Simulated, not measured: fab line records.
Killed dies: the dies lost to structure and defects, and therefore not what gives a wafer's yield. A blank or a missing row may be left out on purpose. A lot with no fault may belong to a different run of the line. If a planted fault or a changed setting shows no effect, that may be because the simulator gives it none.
The tool behind it: which one? | flow nand-harc | Sampling: 24 lots, 72 wafers, 5 of 1302 route steps

## WHAT THE GAUGES READ, wafer by wafer
NHARC_P_STI_CD_MEAS_09: target cd 200 nm.
lot  | measured     | on        | cd-nm (nm)
L074 | day 2 22:06  | cd-sem-02 | 203.8 196.6 202.3
L075 | day 3 07:21  | cd-sem-02 | 201.4 203.2 199.7
L076 | day 3 16:30  | cd-sem-03 | 201.1 200.2 204.3
L077 | day 4 03:23  | cd-sem-02 | 202.1 199.3 202.4
L078 | day 4 13:03  | cd-sem-01 | 199.8 199.1 198.4
L079 | day 4 20:51  | cd-sem-02 | 201.6 201.3 197.7
L080 | day 5 07:34  | cd-sem-01 | 199.1 199.9 201.6
L081 | day 5 20:49  | cd-sem-01 | 205.0 199.2 202.8
L082 | day 6 04:02  | cd-sem-02 | 197.7 196.5 199.8
L083 | day 6 13:13  | cd-sem-01 | 197.8 198.9 198.1
L084 | day 7 01:48  | cd-sem-01 | 200.4 201.0 200.7
L085 | day 7 13:17  | cd-sem-01 | 199.9 200.2 198.4
L086 | day 7 22:55  | cd-sem-02 | 198.3 198.3 196.6
L087 | day 8 07:11  | cd-sem-02 | 201.3 199.2 202.0
L088 | day 8 14:03  | cd-sem-01 | 199.2 201.2 204.6
L089 | day 9 02:42  | cd-sem-03 | 201.2 201.1 199.0
L090 | day 9 10:54  | cd-sem-03 | 203.6 201.5 202.8
L091 | day 9 21:20  | cd-sem-02 | 199.7 200.1 198.6
L092 | day 10 07:00 | cd-sem-02 | 196.0 198.9 198.7
L093 | day 10 17:53 | cd-sem-03 | 202.4 196.3 197.9
L094 | day 11 05:07 | cd-sem-02 | 200.8 197.8 201.4
L095 | day 11 14:00 | cd-sem-03 | 203.4 199.7 203.2
L096 | day 11 22:32 | cd-sem-03 | 199.9 199.4 199.7
L097 | day 12 10:59 | cd-sem-01 | 202.1 197.9 200.1

NHARC_P_STI_INSPECT_25.
lot  | measured     | on                | raw-defect-count
L074 | day 4 00:36  | defect-inspect-01 | 111 129 137
L075 | day 4 10:08  | defect-inspect-01 | 167 265 144
L076 | day 4 19:50  | defect-inspect-02 | 199 170 105
L077 | day 5 06:04  | defect-inspect-01 | 183 207 121
L078 | day 5 20:23  | defect-inspect-01 | 188 257 286
L079 | day 5 20:23  | defect-inspect-02 | 341 354 356
L080 | day 6 10:46  | defect-inspect-01 | 239 418 264
L081 | day 7 02:04  | defect-inspect-02 | 308 155 203
L082 | day 7 12:59  | defect-inspect-01 | 150 169 199
L083 | day 7 18:02  | defect-inspect-02 | 154 252 291
L084 | day 8 04:59  | defect-inspect-01 | 180 237 237
L085 | day 8 21:01  | defect-inspect-02 | 175 115 177
L086 | day 9 03:40  | defect-inspect-01 | 170 190 162
L087 | day 9 10:58  | defect-inspect-02 | 137 144 218
L088 | day 10 00:07 | defect-inspect-02 | 277 152 241
L089 | day 10 04:55 | defect-inspect-01 | 289 199 255
L090 | day 10 12:26 | defect-inspect-02 | 187 301 232
L091 | day 11 09:38 | defect-inspect-02 | 123 97 105
L092 | day 11 09:38 | defect-inspect-01 | 249 155 294
L093 | day 11 21:50 | defect-inspect-01 | 128 219 142
L094 | day 12 08:19 | defect-inspect-02 | 127 104 107
L095 | day 12 19:17 | defect-inspect-02 | 238 221 295
L096 | day 13 01:32 | defect-inspect-02 | 136 174 170
L097 | day 13 18:46 | defect-inspect-02 | 118 181 177

NHARC_P_GATE_CD_MEAS_33.
lot  | measured     | on        | cd-nm (nm)
L074 | day 5 03:22  | cd-sem-02 | 118.2 115.7 117.1
L075 | day 5 13:13  | cd-sem-02 | 121.3 118.0 123.7
L076 | day 5 21:07  | cd-sem-03 | 115.4 120.2 114.4
L077 | day 6 05:41  | cd-sem-02 | 123.2 122.6 120.7
L078 | day 6 22:51  | cd-sem-01 | 125.0 123.3 122.6
L079 | day 6 22:41  | cd-sem-03 | 120.3 118.6 115.3
L080 | day 7 13:58  | cd-sem-03 | 120.4 116.4 121.6
L081 | day 8 02:22  | cd-sem-03 | 121.1 123.3 120.8
L082 | day 8 14:05  | cd-sem-02 | 115.5 121.1 123.5
L083 | day 8 17:36  | cd-sem-03 | 119.4 119.2 119.6
L084 | day 9 10:22  | cd-sem-02 | 115.9 116.9 117.8
L085 | day 9 21:46  | cd-sem-02 | 120.9 118.4 118.3
L086 | day 10 09:18 | cd-sem-01 | 118.6 117.3 118.2
L087 | day 10 13:47 | cd-sem-03 | 119.1 117.6 119.8
L088 | day 11 06:10 | cd-sem-01 | 120.7 120.3 117.5
L089 | day 11 06:55 | cd-sem-03 | 125.5 119.9 119.0
L090 | day 11 17:11 | cd-sem-02 | 121.7 120.4 120.7
L091 | day 12 09:41 | cd-sem-02 | 119.0 120.1 120.4
L092 | day 12 09:32 | cd-sem-02 | 122.0 118.0 122.3
L093 | day 13 01:11 | cd-sem-03 | 113.6 117.8 119.0
L094 | day 13 08:13 | cd-sem-03 | 118.2 118.8 121.4
L095 | day 13 23:34 | cd-sem-01 | 120.2 122.3 120.7
L096 | day 14 04:35 | cd-sem-03 | 116.8 119.8 117.7
L097 | day 14 22:43 | cd-sem-02 | 116.7 119.5 118.7

## TOOL THAT RAN EACH LOT (tool first, then ch and the chambers of the sampled wafers, then the start)
lot  | NHARC_P_ZERO_WELL_ETCH_65          | NHARC_P_ZERO_WELL_RTA_42
L074 | rie-diel-11 ch 0,2, day 1 21:29    | rtp-anneal-01 ch 0, day 2 03:22
L075 | rie-diel-11 ch 1,2, day 2 07:28    | rtp-anneal-02 ch 0, day 2 13:19
L076 | rie-diel-11 ch 1,2,3, day 2 17:34  | rtp-anneal-02 ch 0, day 2 23:08
L077 | rie-diel-07 ch 2,3, day 3 03:35    | rtp-anneal-01 ch 0, day 3 09:00
L078 | rie-diel-11 ch 2,3, day 3 13:30    | rtp-anneal-01 ch 0, day 3 19:51
L079 | rie-diel-11 ch 1,2,3, day 3 23:30  | rtp-anneal-02 ch 0, day 4 05:17
L080 | rie-diel-07 ch 0,1, day 4 09:34    | rtp-anneal-02 ch 0, day 4 15:16
L081 | rie-diel-11 ch 0,1, day 4 19:49    | rtp-anneal-01 ch 0, day 5 05:29
L082 | rie-diel-12 ch 1,2, day 5 05:23    | rtp-anneal-01 ch 0, day 5 11:01
L083 | rie-diel-12 ch 1,2, day 5 15:29    | rtp-anneal-02 ch 0, day 5 20:53
L084 | rie-diel-11 ch 0,1,2, day 6 03:34  | rtp-anneal-01 ch 0, day 6 08:47
L085 | rie-diel-12 ch 0,2,3, day 6 11:35  | rtp-anneal-02 ch 0, day 6 17:16
L086 | rie-diel-11 ch 1,2,3, day 6 21:30  | rtp-anneal-01 ch 0, day 7 02:55
L087 | rie-diel-11 ch 1,2,3, day 7 07:25  | rtp-anneal-01 ch 0, day 7 13:07
L088 | rie-diel-12 ch 0,1, day 7 17:34    | rtp-anneal-01 ch 0, day 7 23:00
L089 | rie-diel-07 ch 0,2,3, day 8 03:29  | rtp-anneal-02 ch 0, day 8 09:09
L090 | rie-diel-12 ch 1,2, day 8 13:22    | rtp-anneal-01 ch 0, day 8 18:46
L091 | rie-diel-12 ch 0,2,3, day 8 23:29  | rtp-anneal-02 ch 0, day 9 04:53
L092 | rie-diel-07 ch 0,1, day 9 09:23    | rtp-anneal-02 ch 0, day 9 14:53
L093 | rie-diel-11 ch 0,1,3, day 9 20:30  | rtp-anneal-02 ch 0, day 10 01:57
L094 | rie-diel-12 ch 0,1, day 10 06:47   | rtp-anneal-01 ch 0, day 10 12:14
L095 | rie-diel-07 ch 0,1,3, day 10 15:32 | rtp-anneal-02 ch 0, day 10 20:49
L096 | rie-diel-11 ch 0,2, day 11 01:22   | rtp-anneal-01 ch 0, day 11 06:53
L097 | rie-diel-07 ch 1,2,3, day 11 11:30 | rtp-anneal-01 ch 0, day 11 17:09
- NHARC_P_ZERO_WELL_ETCH_65: etches the open film in N2/H2, target depth 80 nm, overetch 24 nm, time 87.88 s.
- NHARC_P_ZERO_WELL_RTA_42: time 300 s.

## AS READ BY THE TOOLS THEMSELVES (means over the sampled wafers that have a number; for cases with no such wafer, the mark the record gives instead)
NHARC_P_ZERO_WELL_ETCH_65.
lot  | tool        | bias-w (W) | chamber-pressure-mTorr (mTorr) | drypump-motor-current-A (A) | oes-product-au (a.u.) | rf-vpp-V (V) | showerhead-plenum-p-Torr (Torr) | throttle-valve-pct (%)
L074 | rie-diel-11 | 149.9      | 29.991                         | 5.8                         | 0.995                 | 427          | 1.92                            | 14.173
L075 | rie-diel-11 | 149.9      | 30.002                         | 6.3                         | 1.005                 | 427          | 1.89                            | 14.167
L076 | rie-diel-11 | 150.2      | 29.988                         | 6.0                         | 1.000                 | 429          | 1.98                            | 14.166
L077 | rie-diel-07 | 150.2      | 29.989                         | 5.3                         | 0.997                 | 426          | 1.90                            | 14.166
L078 | rie-diel-11 | 149.8      | 30.002                         | 5.7                         | 1.007                 | 430          | 2.07                            | 14.173
L079 | rie-diel-11 | 150.1      | 30.021                         | 6.0                         | 1.005                 | 427          | 1.98                            | 14.177
L080 | rie-diel-07 | 149.8      | 29.997                         | 5.8                         | 1.003                 | 432          | 2.09                            | 14.165
L081 | rie-diel-11 | 150.0      | 30.007                         | 5.7                         | 1.003                 | 429          | 1.95                            | 14.167
L082 | rie-diel-12 | 149.9      | 29.975                         | 5.9                         | 1.004                 | 431          | 2.07                            | 14.176
L083 | rie-diel-12 | 150.2      | 29.990                         | 5.9                         | 1.003                 | 432          | 2.07                            | 14.172
L084 | rie-diel-11 | 150.0      | 30.023                         | 5.9                         | 0.989                 | 431          | 2.02                            | 14.167
L085 | rie-diel-12 | 149.8      | 30.001                         | 6.2                         | 1.013                 | 430          | 2.03                            | 14.174
L086 | rie-diel-11 | 149.9      | 29.996                         | 6.0                         | 0.993                 | 433          | 2.09                            | 14.178
L087 | rie-diel-11 | 150.1      | 30.002                         | 6.0                         | 1.001                 | 431          | 2.08                            | 14.173
L088 | rie-diel-12 | 150.1      | 30.026                         | 6.2                         | 1.002                 | 431          | 2.02                            | 14.169
L089 | rie-diel-07 | 150.1      | 30.008                         | 5.2                         | 0.995                 | 431          | 2.05                            | 14.166
L090 | rie-diel-12 | 150.2      | 30.013                         | 5.9                         | 1.003                 | 432          | 2.06                            | 14.171
L091 | rie-diel-12 | 150.0      | 30.002                         | 6.2                         | 1.017                 | 430          | 2.02                            | 14.178
L092 | rie-diel-07 | 150.6      | 29.978                         | 5.8                         | 0.994                 | 431          | 2.08                            | 14.174
L093 | rie-diel-11 | 150.3      | 30.010                         | 5.7                         | 1.000                 | 429          | 1.99                            | 14.176
L094 | rie-diel-12 | 149.5      | 29.968                         | 6.3                         | 0.993                 | 429          | 1.97                            | 14.167
L095 | rie-diel-07 | 149.5      | 29.999                         | 5.6                         | 0.998                 | 429          | 2.01                            | 14.180
L096 | rie-diel-11 | 149.8      | 29.987                         | 5.5                         | 1.002                 | 431          | 2.04                            | 14.163
L097 | rie-diel-07 | 149.8      | 29.999                         | 5.7                         | 0.996                 | 431          | 2.07                            | 14.171

NHARC_P_ZERO_WELL_RTA_42.
lot  | tool          | lamp-power-pct (%) | lamp_zone_5_pct (%) | wafer_temp_C_max
L074 | rtp-anneal-01 | 40.1               | 40.1                | 1105.2
L075 | rtp-anneal-02 | 37.1               | 37.2                | 1109.5
L076 | rtp-anneal-02 | 37.1               | 37.1                | 1107.3
L077 | rtp-anneal-01 | 39.9               | 40.0                | 1105.6
L078 | rtp-anneal-01 | 40.0               | 40.0                | 1104.9
L079 | rtp-anneal-02 | 37.0               | 37.1                | 1108.3
L080 | rtp-anneal-02 | 37.1               | 37.1                | 1107.9
L081 | rtp-anneal-01 | 40.1               | 40.1                | 1104.9
L082 | rtp-anneal-01 | 40.1               | 40.1                | 1104.9
L083 | rtp-anneal-02 | 37.1               | 37.1                | 1110.8
L084 | rtp-anneal-01 | 40.1               | 40.1                | 1105.5
L085 | rtp-anneal-02 | 37.1               | 37.1                | 1108.2
L086 | rtp-anneal-01 | 40.1               | 40.0                | 1105.5
L087 | rtp-anneal-01 | 40.0               | 40.0                | 1104.9
L088 | rtp-anneal-01 | 40.1               | 40.0                | 1106.2
L089 | rtp-anneal-02 | 37.1               | 37.1                | 1108.4
L090 | rtp-anneal-01 | 40.1               | 40.1                | 1104.9
L091 | rtp-anneal-02 | 37.1               | 37.1                | 1111.3
L092 | rtp-anneal-02 | 37.0               | 36.9                | 1108.6
L093 | rtp-anneal-02 | 37.2               | 37.1                | 1109.7
L094 | rtp-anneal-01 | 40.1               | 40.0                | 1104.8
L095 | rtp-anneal-02 | 37.1               | 37.1                | 1109.4
L096 | rtp-anneal-01 | 40.0               | 40.0                | 1105.3
L097 | rtp-anneal-01 | 40.0               | 40.0                | 1105.4

## THE ANSWER, worked out from the rows above alone
Rule: the usual values come from the lots themselves. Put in order of their means at a reading, lots are off if they are a third of the lots or fewer, leave a main group of 4 or more, and stand apart from it by a gap of 3 or more times the standard deviation of the main group's means; of several such gaps the widest counts. The tables above print the reading to a certain number of digits; a main group whose means all agree to those digits is not used. Also off: a lot with no number at a reading for which 4 or more lots have one. Where the step has rows for the other lots, those lots are counted as sound. First the gauges in route order, then the tools' own readings, where a lot's mean is used as printed above. At the first step where some lot is off, the reading lying furthest off is the one used; lots without a number count as furthest.
Nothing can be told from this: no lot is off at any reading shown.

## WHAT WAS PUT IN BY THE SIMULATOR
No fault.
